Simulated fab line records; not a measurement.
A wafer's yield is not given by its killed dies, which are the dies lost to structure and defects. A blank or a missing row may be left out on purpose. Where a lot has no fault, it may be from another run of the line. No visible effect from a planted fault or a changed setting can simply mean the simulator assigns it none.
Comparing a struck lot with a sound one :: flow n5 finfet :: 36 steps out of a route of 1938
Sound: wafers L852.1, L852.3, L852.6. Struck: wafers L843.2, L843.3 (left out: L843.6, a lot-mate that was not struck); the cause follows at the end.
Order at every step that has rows: each side's tool, ch and its chambers, its first start. Under that, the readings that differ: sound wafers :: struck wafers :: difference of the means :: sigmas: that difference in standard deviations of wafers without a fault.
alike: same words and numbers on both sides, and readings whose means sit less than 2 such deviations apart. not compared: any withheld reading, any reading some wafer has no value for, any bound like >300 that may hide the same value, and any number with overlapping values for which the record gives no deviation.
Wherever a step has rows on one side only, a row that says differs or no value, or a row with sigmas, the two part there. When numbers do not overlap yet have no deviation, they are printed without sigmas and do not part them. A reading that every wafer of one side lacks parts them only if that side has two wafers or more.

first, 9 steps without rows for these wafers: N5_BEOL_M4_ANNEAL_95 (time 240 s); N5_BEOL_M4_SPUTTER_96 (material Cu, target thk 4.5 nm, time 8.29 s); N5_BEOL_M4_ECD_50 (material Cu, target thk 300 nm); N5_BEOL_M4_ANNEAL_51 (time 90 s); N5_BEOL_M4_CMP_52 (polishes, stops on SiOC, t overpolish 6.8 s, target thk 40 nm); N5_BEOL_M4_PRE_CLEAN_60 (time 15 s); N5_BEOL_M4_CO_CAP_55 (material Co, precursor CCTBA/H2, target thk 2 nm, time 102.1 s); N5_BEOL_M4_PRE_CLEAN_56 (time 15 s); N5_BEOL_M4_DEP_57 (deposits SiCN from 3MS/NH3, target thk 8 nm, time 14 s).
N5_BEOL_M4_RC_MEAS_101:
  sound on prober-01 ch 0, day 12 04:16; struck on prober-02 ch 0, day 10 06:49
reading: ION_P (uA/um)
sound: 459 448 452
struck: 464 474
difference: +16
sigmas: +2
  alike: DIBL_N, DIBL_P, IOFF_N, IOFF_P, ION_N, SS_N, SS_P, VT_N, VT_P
then, 24 steps without rows for these wafers: N5_BEOL_M5_ILD_DEP_00 (deposits SiCOH lowk from DEMS/porogen, target thk 140.64 nm, time 25.9 s); N5_BEOL_M5_CURE_79 (cures SiCOH lowk, time 240 s); N5_BEOL_M5_PECVD_70 (deposits SiO2 from TEOS/O2, target thk 16 nm, time 18 s); N5_BEOL_M5_HM_DEP_02 (deposits TiN, target thk 20 nm); N5_BEOL_M5_COAT_59 (time 60 s, resist thk 60 nm); N5_BEOL_M5_COAT_60 (time 60 s, resist thk 12 nm); N5_BEOL_M5_COAT_71 (time 60 s, resist thk 5 nm); N5_BEOL_M5_COAT_05 (resist thk 30 nm); N5_BEOL_M5_EBR_07; N5_BEOL_M5_SOFTBAKE_06 (time 60 s); N5_BEOL_M5_EXPOSE_08 (exposes mask M5, target cd 28 nm); N5_BEOL_M5_PEB_09 (peb time 60 s); N5_BEOL_M5_DEVELOP_10 (develop time 30 s); N5_BEOL_M5_DESCUM_16 (chemistry O2, time 7 s); N5_BEOL_M5_ETCH_72 (etches underlayer in N2/H2, target depth 6.5 nm, time 5.2 s); N5_BEOL_M5_ETCH_61 (etches SiARC in CF4, target depth 15.6 nm, time 26 s); N5_BEOL_M5_ETCH_62 (etches SOC in N2/H2, target depth 75 nm, overetch 15 nm, time 112.5 s); N5_BEOL_M5_STRIP_63 (strips in N2/H2); N5_BEOL_M5_STRIP_73 (strips in N2/H2); N5_BEOL_M5_STRIP_64 (strips in CF4); N5_BEOL_M5_HM_OPEN_17 (chemistry Cl2/BCl3, target TiN, target depth 20 nm, overetch 6 nm); N5_BEOL_M5_STRIP_19 (strips in O2); N5_BEOL_M5_COAT_65 (time 60 s, resist thk 60 nm); N5_BEOL_M5_COAT_66 (time 60 s, resist thk 12 nm).
-- the record jumps here: 4 days lie between the struck wafers' starts before and after (it left off in module BEOL_M5 and takes up again in module PASSIVATION, whose first step shown is number 1936 of the route) --
N5_PASSIVATION_ETCH_15: etches SiCN in CF4/N2, target depth 75 nm, time 81.2 s.
  sound on rie diel-03 ch 0,1,3, day 16 15:43; struck on rie diel-01 ch 0,1, day 14 10:56
reading: model.etch.depth nm (nm)
sound: 63.63 64.24 66.83
struck: 29.01 28.7
difference: -36.05
sigmas: 
  alike: cf4 flow sccm, drypump motor current A, oes product au, rf vpp V, showerhead plenum p Torr, throttle valve pct
  not compared: rf hours counter h
N5_PASSIVATION_PROBE_49:
  rows exist in the record for the struck wafers here (prober-02, day 14 17:42), but not for the sound ones

## WHERE THEY PART
At N5_BEOL_M4_RC_MEAS_101 first; at N5_PASSIVATION_PROBE_49 last (within this record only).

WHY: the cause the simulator had injected
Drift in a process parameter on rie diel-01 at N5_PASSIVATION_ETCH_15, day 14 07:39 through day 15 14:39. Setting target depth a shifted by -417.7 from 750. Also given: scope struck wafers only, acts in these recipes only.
